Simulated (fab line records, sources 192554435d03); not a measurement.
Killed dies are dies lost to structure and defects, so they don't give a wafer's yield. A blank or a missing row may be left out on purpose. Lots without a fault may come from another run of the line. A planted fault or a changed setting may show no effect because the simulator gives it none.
Chamber matching | flow n5_finfet | N5_MOL_CONTACT_COAG_CO_FILL_22 on cvd_co-01: 3 sister chambers
The step material Co, precursor CCTBA/H2, target thk 20 nm. 3 wafers are shown with their chamber, then 12 later ones without.

WAFERS WITH THEIR CHAMBER
wafer  | chamber | heater_power_w (W)
L087.6 | 0       | 212
L089.5 | 2       | 233
L089.6 | 1       | 236

WAFERS WITHOUT THEIR CHAMBER
wafer  | heater_power_w (W)
L091.2 | 225
L091.5 | 215
L091.6 | 237
L093.3 | 226
L093.4 | 226
L093.6 | 235
L094.1 | 234
L094.2 | 235
L094.6 | 220
L097.1 | 236
L097.2 | 213
L097.5 | 237

WHICH CHAMBER EACH WENT THROUGH
wafer  | from the rows above          | in truth
L091.2 | can't be placed: 2 or 1 or 0 | 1
L091.5 | 0                            | 0
L091.6 | can't be placed: 1 or 2      | 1
L093.3 | can't be placed: 2 or 1 or 0 | 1
L093.4 | can't be placed: 2 or 1 or 0 | 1
L093.6 | can't be placed: 1 or 2      | 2
L094.1 | can't be placed: 2 or 1      | 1
L094.2 | can't be placed: 1 or 2      | 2
L094.6 | can't be placed: 0 or 2 or 1 | 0
L097.1 | can't be placed: 1 or 2      | 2
L097.2 | 0                            | 0
L097.5 | can't be placed: 1 or 2      | 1
Placed correctly: 2 of 12. Can't be placed from these rows: 10 (the true chamber is among the candidates in 10). Placed wrongly: 0.
How it was worked out, from the rows above alone: a wafer's distance from a chamber is the root of the sum, over the readings, of the square of ((its reading less the chamber's mean) divided by the reading's scatter). The wafer belongs to the nearest chamber; if the next one is less than 2 further off, it can't be placed. A chamber's mean is the mean of its shown wafers. The scatter: with one shown wafer a chamber, the root of the mean of the squares of how far each hidden wafer lies from its nearest shown one.
